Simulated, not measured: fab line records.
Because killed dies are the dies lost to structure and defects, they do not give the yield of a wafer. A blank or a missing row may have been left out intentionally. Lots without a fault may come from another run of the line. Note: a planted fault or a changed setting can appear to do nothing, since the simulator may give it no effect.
Which tool was responsible? + flow nand-harc + 33 wafers from 11 lots sampled at 6 of the route's 1302 steps

WHAT THE GAUGES READ, wafer by wafer
NHARC_P_STI_OCD_MEAS_17. Usual: trench-depth-nm 297 nm, standard deviation 4.1; trench-foot-cd-nm 158.0 nm, standard deviation 2.4.
| lot  | measured     | on     | trench-depth-nm (nm) | trench-foot-cd-nm (nm) | flag |
|------|--------------|--------|----------------------|------------------------|------|
| L733 | day 3 19:56  | ocd-01 | 288 296 302          | 161.2 160.1 161.3      |      |
| L734 | day 4 03:37  | ocd-01 | 296 296 302          | 157.4 159.4 156.7      |      |
| L736 | day 4 22:25  | ocd-01 | 304 297 302          | 155.2 157.5 159.0      |      |
| L740 | day 6 13:52  | ocd-01 | 297 298 297          | 160.1 155.9 161.4      |      |
| L745 | day 8 18:52  | ocd-01 | 300 296 293          | 159.1 157.9 160.4      |      |
| L749 | day 10 07:58 | ocd-02 | 305 297 297          | 156.1 153.8 156.2      |      |
| L750 | day 10 18:02 | ocd-01 | 298 302 301          | 160.6 157.2 161.6      |      |
| L751 | day 11 06:06 | ocd-02 | 301 300 294          | 162.1 159.1 162.8      |      |
| L752 | day 11 14:42 | ocd-01 | 302 298 299          | 159.7 158.8 158.7      |      |
| L753 | day 12 01:52 | ocd-02 | 300 295 291          | 152.9 154.8 158.4      |      |
| L754 | day 12 11:14 | ocd-02 | 295 291 292          | 161.4 158.0 164.0      |      |

NHARC_P_GATE_CD_MEAS_11 targets a cd of 1640 nm. Usual: cd-nm at 1640.3 nm, with a standard deviation of 1.4.
| lot  | measured     | on        | cd-nm (nm)           | flag |
|------|--------------|-----------|----------------------|------|
| L733 | day 5 09:54  | cd-sem-02 | 1639.5 1643.8 1641.6 |      |
| L734 | day 5 14:08  | cd-sem-01 | 1639.7 1639.7 1637.0 |      |
| L736 | day 6 10:51  | cd-sem-01 | 1640.4 1640.7 1638.4 |      |
| L740 | day 8 05:13  | cd-sem-02 | - - -                | OFF  |
| L745 | day 10 12:38 | cd-sem-02 | 1639.6 1640.8 1638.2 |      |
| L749 | day 11 23:25 | cd-sem-02 | 1638.3 1640.3 1639.7 |      |
| L750 | day 12 04:20 | cd-sem-02 | 1641.1 1641.3 1639.4 |      |
| L751 | day 12 21:11 | cd-sem-02 | 1639.4 1641.8 1638.1 |      |
| L752 | day 13 02:03 | cd-sem-01 | 1639.6 1642.7 1641.3 |      |
| L753 | day 13 13:10 | cd-sem-02 | 1640.9 1641.8 1642.1 |      |
| L754 | day 14 01:31 | cd-sem-02 | 1640.3 1642.1 1641.0 |      |

NHARC_END_SORT_01. Usual: killed-at-array 53, standard deviation 18; killed-at-other 0.8, standard deviation 1.1; killed-at-periphery 4.1, standard deviation 2.7; killed-dies 58, standard deviation 18; killed-open 3.1, standard deviation 1.7; killed-short 2.7, standard deviation 1.7.
| lot  | measured     | on        | killed-at-array | killed-at-other | killed-at-periphery | killed-dies | killed-open | killed-short | flag |
|------|--------------|-----------|-----------------|-----------------|---------------------|-------------|-------------|--------------|------|
| L740 | day 28 12:13 | prober-02 | 35 39 56        | 1 0 0           | 641 638 621         | 677 677 677 | 3 5 5       | 3 0 4        | OFF  |

WHAT TOOL EACH LOT RAN ON (gives the tool, then ch and the chambers of the sampled wafers, and finally the start)
| lot  | NHARC_P_ZERO_WELL_DESCUM_54        | NHARC_P_STI_ETCH_42                | NHARC_P_GATE_EXPOSE_08            |
|------|------------------------------------|------------------------------------|-----------------------------------|
| L733 | rie-diel-11 ch 0,2,3, day 2 21:38  | rie-diel-08 ch 0,1,3, day 3 19:29  | krf-scanner-02 ch 0, day 5 09:44  |
| L734 | rie-diel-13 ch 1,2, day 3 08:03    | rie-diel-01 ch 0,3, day 4 03:11    | krf-scanner-03 ch 0, day 5 13:58  |
| L736 | rie-diel-13 ch 0,3, day 4 03:47    | rie-diel-01 ch 2,3, day 4 21:58    | krf-scanner-03 ch 0, day 6 10:41  |
| L740 | rie-diel-10 ch 0,2,3, day 5 20:05  | rie-diel-08 ch 1,2,3, day 6 13:26  | krf-scanner-03 ch 0, day 8 05:04  |
| L745 | rie-diel-11 ch 0,2,3, day 7 21:54  | rie-diel-08 ch 0,3, day 8 18:26    | krf-scanner-02 ch 0, day 10 12:28 |
| L749 | rie-diel-11 ch 0,2, day 9 13:53    | rie-diel-08 ch 1,2,3, day 10 07:32 | krf-scanner-03 ch 0, day 11 23:16 |
| L750 | rie-diel-11 ch 0,1,3, day 10 00:17 | rie-diel-01 ch 0,1,2, day 10 17:36 | krf-scanner-03 ch 0, day 12 04:11 |
| L751 | rie-diel-10 ch 1,2,3, day 10 09:49 | rie-diel-01 ch 0,1,2, day 11 05:38 | krf-scanner-04 ch 0, day 12 21:01 |
| L752 | rie-diel-11 ch 1,2,3, day 10 20:23 | rie-diel-07 ch 0,3, day 11 14:14   | krf-scanner-03 ch 0, day 13 01:53 |
| L753 | rie-diel-13 ch 0,2,3, day 11 05:56 | rie-diel-07 ch 0,1,2, day 12 01:25 | krf-scanner-04 ch 0, day 13 13:01 |
| L754 | rie-diel-10 ch 0,1,2, day 11 15:57 | rie-diel-01 ch 0,1,3, day 12 10:47 | krf-scanner-04 ch 0, day 14 01:21 |
- NHARC_P_ZERO_WELL_DESCUM_54: chemistry O2, time 3 s.
- NHARC_P_STI_ETCH_42: etches the open film in N2/H2, target depth 80 nm, overetch 24 nm, time 61 s.
- NHARC_P_GATE_EXPOSE_08: exposes mask P HV.

AS READ BY THE TOOLS THEMSELVES (means over the sampled wafers that have a number; for cases with no such wafer, the mark the record gives instead)
NHARC_P_ZERO_WELL_DESCUM_54. Usual: drypump-motor-current-A is 5.73 A with standard deviation 0.28, mfc-ar-sccm is 0.013 sccm with standard deviation 0.012, o2-flow-sccm is 200.0 sccm with standard deviation 0.65, oes-product-au is 0.996 a.u. with standard deviation 0.0086, rf-vpp-V is 57.6 V with standard deviation 0.73, showerhead-plenum-p-Torr is 1.88 Torr with standard deviation 0.059, and throttle-valve-pct is 11.311 % with standard deviation 0.0085.
| lot  | tool        | drypump-motor-current-A (A) | mfc-ar-sccm (sccm) | o2-flow-sccm (sccm) | oes-product-au (a.u.) | rf-vpp-V (V) | showerhead-plenum-p-Torr (Torr) | throttle-valve-pct (%) | flag |
|------|-------------|-----------------------------|--------------------|---------------------|-----------------------|--------------|---------------------------------|------------------------|------|
| L733 | rie-diel-11 | 6.04                        | 0.000              | 200.0               | 0.990                 | 57.3         | 1.87                            | 11.309                 |      |
| L734 | rie-diel-13 | 6.01                        | 0.019              | 199.3               | 0.996                 | 56.9         | 1.82                            | 11.309                 |      |
| L736 | rie-diel-13 | 5.53                        | 0.015              | 200.0               | 0.998                 | 57.8         | 1.89                            | 11.312                 |      |
| L740 | rie-diel-10 | 5.65                        | 0.009              | 200.1               | 1.004                 | 56.8         | 1.86                            | 11.310                 |      |
| L745 | rie-diel-11 | 6.00                        | 0.000              | 200.1               | 0.990                 | 57.4         | 1.86                            | 11.308                 |      |
| L749 | rie-diel-11 | 6.13                        | 0.000              | 200.1               | 0.995                 | 57.6         | 1.82                            | 11.307                 |      |
| L750 | rie-diel-11 | 5.85                        | 0.002              | 200.5               | 0.999                 | 57.4         | 1.88                            | 11.303                 |      |
| L751 | rie-diel-10 | 5.62                        | 0.021              | 200.0               | 1.005                 | 57.4         | 1.85                            | 11.312                 |      |
| L752 | rie-diel-11 | 5.76                        | 0.002              | 200.5               | 0.995                 | 57.3         | 1.91                            | 11.315                 |      |
| L753 | rie-diel-13 | 5.78                        | 0.016              | 199.8               | 0.996                 | 57.0         | 1.85                            | 11.313                 |      |
| L754 | rie-diel-10 | 5.47                        | 0.021              | 199.4               | 0.994                 | 57.8         | 1.87                            | 11.307                 |      |

NHARC_P_STI_ETCH_42. Usual: drypump-motor-current-A 5.7 A, standard deviation 0.53; mfc-ar-sccm 0.013 sccm, standard deviation 0.013; oes-product-au 1.001 a.u., standard deviation 0.011; rf-vpp-V 431 V, standard deviation 3; showerhead-plenum-p-Torr 2.05 Torr, standard deviation 0.11; throttle-valve-pct 14.171 %, standard deviation 0.0091.
| lot  | tool        | drypump-motor-current-A (A) | mfc-ar-sccm (sccm) | oes-product-au (a.u.) | rf-vpp-V (V) | showerhead-plenum-p-Torr (Torr) | throttle-valve-pct (%) | flag |
|------|-------------|-----------------------------|--------------------|-----------------------|--------------|---------------------------------|------------------------|------|
| L733 | rie-diel-08 | 5.5                         | 0.016              | 1.004                 | 431          | 2.08                            | 14.163                 |      |
| L734 | rie-diel-01 | 6.4                         | 0.003              | 1.008                 | 432          | 2.09                            | 14.173                 |      |
| L736 | rie-diel-01 | 5.8                         | 0.001              | 1.000                 | 430          | 2.05                            | 14.175                 |      |
| L740 | rie-diel-08 | 5.8                         | 0.018              | 1.000                 | 430          | 2.04                            | 14.173                 |      |
| L745 | rie-diel-08 | 5.8                         | 0.012              | 0.999                 | 432          | 2.06                            | 14.176                 |      |
| L749 | rie-diel-08 | 5.8                         | 0.018              | 0.994                 | 430          | 2.03                            | 14.172                 |      |
| L750 | rie-diel-01 | 5.7                         | 0.013              | 0.997                 | 429          | 2.01                            | 14.164                 |      |
| L751 | rie-diel-01 | 5.7                         | 0.013              | 1.001                 | 429          | 2.01                            | 14.173                 |      |
| L752 | rie-diel-07 | 5.3                         | 0.009              | 1.003                 | 426          | 1.91                            | 14.170                 |      |
| L753 | rie-diel-07 | 5.8                         | 0.009              | 1.000                 | 431          | 2.06                            | 14.179                 |      |
| L754 | rie-diel-01 | 6.1                         | 0.014              | 1.010                 | 431          | 2.07                            | 14.160                 |      |

NHARC_P_GATE_EXPOSE_08. Usual: reticle-temp-C at 23.02 C, with a standard deviation of 0.099.
| lot  | tool           | reticle-temp-C (C) | flag |
|------|----------------|--------------------|------|
| L733 | krf-scanner-02 | 23.08              |      |
| L734 | krf-scanner-03 | 23.03              |      |
| L736 | krf-scanner-03 | 23.02              |      |
| L740 | krf-scanner-03 | 22.99              |      |
| L745 | krf-scanner-02 | 23.21              |      |
| L749 | krf-scanner-03 | 23.04              |      |
| L750 | krf-scanner-03 | 22.97              |      |
| L751 | krf-scanner-04 | 23.15              |      |
| L752 | krf-scanner-03 | 22.94              |      |
| L753 | krf-scanner-04 | 22.97              |      |
| L754 | krf-scanner-04 | 22.94              |      |

THE ANSWER, worked out from the rows above alone
Rule: take the mean of a lot's wafers that have a number; if it is more than 3 standard deviations from the usual mean, the lot is off. Also off: a lot with no number at a reading for which 4 or more lots have one. The other lots that the step has rows for count as sound. After the gauges, taken in route order, come the tools' own readings; for these a lot's mean is taken, as printed above. At the first step where some lot is off, the reading lying furthest off is the one used; lots without a number count as furthest.
Off, at NHARC_P_GATE_CD_MEAS_11 on cd-nm: L740. Without a number there: L740.
A tool fits if, at a process step before that reading, it ran every lot that is off, and no sound lot after the first of them. Not tried: the gauges at NHARC_P_GATE_CD_MEAS_11; whatever is off there is also off at NHARC_END_SORT_01, on other tools, and gauge error can't account for it. None of those tried fits.

WHAT THE SIMULATOR PUT IN
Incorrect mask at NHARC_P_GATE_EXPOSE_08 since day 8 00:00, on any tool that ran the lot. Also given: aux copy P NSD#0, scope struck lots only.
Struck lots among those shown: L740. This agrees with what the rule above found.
